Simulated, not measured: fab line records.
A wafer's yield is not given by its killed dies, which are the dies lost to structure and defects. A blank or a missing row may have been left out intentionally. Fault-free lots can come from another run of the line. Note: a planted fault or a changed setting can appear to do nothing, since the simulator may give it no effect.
Split-lot study	flow n5 finfet	21 wafers read from 7 lots, route of 1938 steps

ON THE SPLIT
At N5_BEOL_M2_COAT_73 (time 60 s, resist thk 5 nm), the setting spin rpm was moved away from the recipe's 1500 rpm on 9 of the 21 wafers read, by -9.3% to +8.6%. The other wafers ran this setting at the recipe's value.

Between the split and the reading, the file records no step.

THE READING
etch.depth nm (the simulator's own value, which no gauge read), in nm, at N5_BEOL_M2_ETCH_74 (etches underlayer in N2/H2, target depth 6.5 nm, time 5.2 s). The file gives no usual value for it. Across the 12 wafers here that went through the recipe, the average is 5.011 nm and the standard deviation 0.018 nm.

wafer	tool, chamber at the split	spin rpm as run, rpm	against the recipe	etch.depth nm, nm	against lot-mates on the recipe
L075.1	litho track-02, 0	1361	-9.3%	5.272	+0.238
L075.3	litho track-02, 0	1361	-9.3%	5.267	+0.233
L075.4	litho track-02, 0	1500	recipe	5.034	-
L077.2	litho track-03, 0	1500	recipe	5.044	-
L077.3	litho track-03, 0	1426	-4.9%	5.179	+0.135
L077.6	litho track-03, 0	1426	-4.9%	5.182	+0.138
L078.2	litho track-02, 0	1500	recipe	4.996	-
L078.4	litho track-02, 0	1445	-3.7%	5.083	+0.084
L078.5	litho track-02, 0	1500	recipe	5.002	-
L082.2	litho track-02, 0	1500	recipe	5.006	-
L082.4	litho track-02, 0	1500	recipe	5.02	-
L082.6	litho track-02, 0	1500	recipe	5.003	-
L084.1	litho track-04, 0	1500	recipe	5.016	-
L084.3	litho track-04, 0	1629	+8.6%	4.806	-0.210
L084.6	litho track-04, 0	1629	+8.6%	4.805	-0.211
L091.1	litho track-04, 0	1500	recipe	5.036	-
L091.2	litho track-04, 0	1542	+2.8%	4.939	-0.097
L091.3	litho track-04, 0	1542	+2.8%	4.944	-0.092
L095.3	litho track-03, 0	1500	recipe	4.996	-
L095.5	litho track-03, 0	1500	recipe	4.987	-
L095.6	litho track-03, 0	1500	recipe	4.994	-

FIT RESULTS
A straight line over all 21 wafers: etch.depth nm changes by -0.0266 nm for each +1% of spin rpm; r = -0.99; the points scatter about the line by 0.021 nm.
The same after taking each lot's own level away (the mean of its wafers on the recipe; 21 wafers): -0.0256 nm for each +1%; r = -1.00; scatter 0.0097 nm.
According to that fit, moving spin rpm by its largest amount changes the reading by 0.24 nm.
Across the lots, their own levels run from 4.9923 to 5.0440 nm, a range of 2.9 times the standard deviation given above.
So the lot-to-lot level changes the slope little: the two slopes agree.
Check: with one of the wafers moved furthest among these (-9.3%) left out of the fit, the line predicts +0.236 nm for it against its lot-mates. It came out at +0.238 nm against them.

OTHER SPLITS APPLIED TO THESE WAFERS
Other splits were also applied to these wafers ahead of the reading. Each is held against what the fit with the lots' levels taken away leaves over:
other split on the same wafers	wafers away from the commonest value	r with etch.depth nm (lot level and that fit taken away)
N5_BEOL_M0_SAQP_SPACER2_ALD_26 target thk a	6	-0.07
N5_BEOL_M0_SAQP_COAT_69 spin rpm	5	+0.12
N5_BEOL_M1_ETCH_77 source w	4	+0.06
N5_BEOL_M1_TRENCH_ETCH_37 time s	5	+0.35

FILE'S OWN FIT
etch.depth nm changes by -0.0255 nm for each +1% of spin rpm, r = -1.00.
